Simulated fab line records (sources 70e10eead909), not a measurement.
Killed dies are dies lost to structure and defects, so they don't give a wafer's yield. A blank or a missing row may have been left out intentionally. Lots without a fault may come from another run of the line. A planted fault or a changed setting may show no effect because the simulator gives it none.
Which tool is to blame? || flow nand-harc || 6 lots with 18 wafers sampled at 5 steps, on a route of 1159 steps

## WHAT THE GAUGES SHOWED, per wafer
NHARC_END_SORT_01.
{"lot": "L719", "measured": "day 24 23:32", "on": "prober-01", "killed-at-array": "673 675 674"}

## TOOL THAT RAN EACH LOT (tool first, then ch and the chambers of the sampled wafers, then the start)
{"lot": "L708", "NHARC_A_CONTACT_DEP_24": "pecvd-03 ch 0,1,2, day 16 08:02", "NHARC_A_CONTACT_DESCUM_47": "rie-diel-04 ch 0,1,3, day 16 11:41", "NHARC_A_CONTACT_ETCH_111": "har-cap-etch-02 ch 0,1, day 16 12:58", "NHARC_A_CONTACT_ETCH_119": "har-cap-etch-02 ch 0,1, day 16 13:47"}
{"lot": "L711", "NHARC_A_CONTACT_DEP_24": "pecvd-01 ch 1, day 18 01:24", "NHARC_A_CONTACT_DESCUM_47": "rie-diel-13 ch 1,3, day 18 06:25", "NHARC_A_CONTACT_ETCH_111": "har-cap-etch-03 ch 0,1, day 18 07:40", "NHARC_A_CONTACT_ETCH_119": "har-cap-etch-03 ch 0,1, day 18 08:31"}
{"lot": "L713", "NHARC_A_CONTACT_DEP_24": "pecvd-03 ch 0,2, day 18 22:37", "NHARC_A_CONTACT_DESCUM_47": "rie-diel-04 ch 0,1,3, day 19 02:22", "NHARC_A_CONTACT_ETCH_111": "har-cap-etch-02 ch 0,1, day 19 03:40", "NHARC_A_CONTACT_ETCH_119": "har-cap-etch-02 ch 0,1, day 19 04:30"}
{"lot": "L717", "NHARC_A_CONTACT_DEP_24": "pecvd-04 ch 0,2, day 19 15:10", "NHARC_A_CONTACT_DESCUM_47": "rie-diel-13 ch 0,3, day 19 20:01", "NHARC_A_CONTACT_ETCH_111": "har-cap-etch-02 ch 1, day 19 21:32", "NHARC_A_CONTACT_ETCH_119": "har-cap-etch-02 ch 1, day 19 22:21"}
{"lot": "L719", "NHARC_A_CONTACT_DEP_24": "pecvd-04 ch 1,2, day 19 19:32", "NHARC_A_CONTACT_DESCUM_47": "rie-diel-06 ch 0,1, day 19 23:04", "NHARC_A_CONTACT_ETCH_111": "har-cap-etch-02 ch 0,1, day 20 00:35", "NHARC_A_CONTACT_ETCH_119": "har-cap-etch-02 ch 0,1, day 20 01:24"}
{"lot": "L725", "NHARC_A_CONTACT_DEP_24": "pecvd-01 ch 0,1, day 20 18:00", "NHARC_A_CONTACT_DESCUM_47": "rie-diel-04 ch 0,2,3, day 20 21:48", "NHARC_A_CONTACT_ETCH_111": "har-cap-etch-03 ch 0,1, day 20 23:07", "NHARC_A_CONTACT_ETCH_119": "har-cap-etch-03 ch 0,1, day 20 23:56"}
- NHARC_A_CONTACT_DEP_24: deposits SiO2, target thk 500 nm.
- NHARC_A_CONTACT_DESCUM_47: chemistry O2, time 3 s.
- NHARC_A_CONTACT_ETCH_111: etches the open film in C4F8/O2/Ar, time 140 s, target depth 700 nm.
- NHARC_A_CONTACT_ETCH_119: etches the open film in C4F8/O2/Ar, time 94 s, target depth 922 nm.

## THE ANSWER, worked out from the rows above alone
Rule: the lots themselves supply what counts as usual. Put in order of their means at a reading, lots are off if they are a third of the lots or fewer, leave a main group of 4 or more, and stand apart from it by a gap of 3 or more times the standard deviation of the main group's means; of several such gaps the widest counts. A main group whose means are all the same, to the digits that the tables above print for the reading, isn't used. A lot without any number at a reading at which 4 lots or more have one is off too. Any other lot the step has rows for is counted as sound.
Across all readings shown, no lot is off: no conclusion can be drawn from this.

## WHAT THE SIMULATOR HAD INSERTED
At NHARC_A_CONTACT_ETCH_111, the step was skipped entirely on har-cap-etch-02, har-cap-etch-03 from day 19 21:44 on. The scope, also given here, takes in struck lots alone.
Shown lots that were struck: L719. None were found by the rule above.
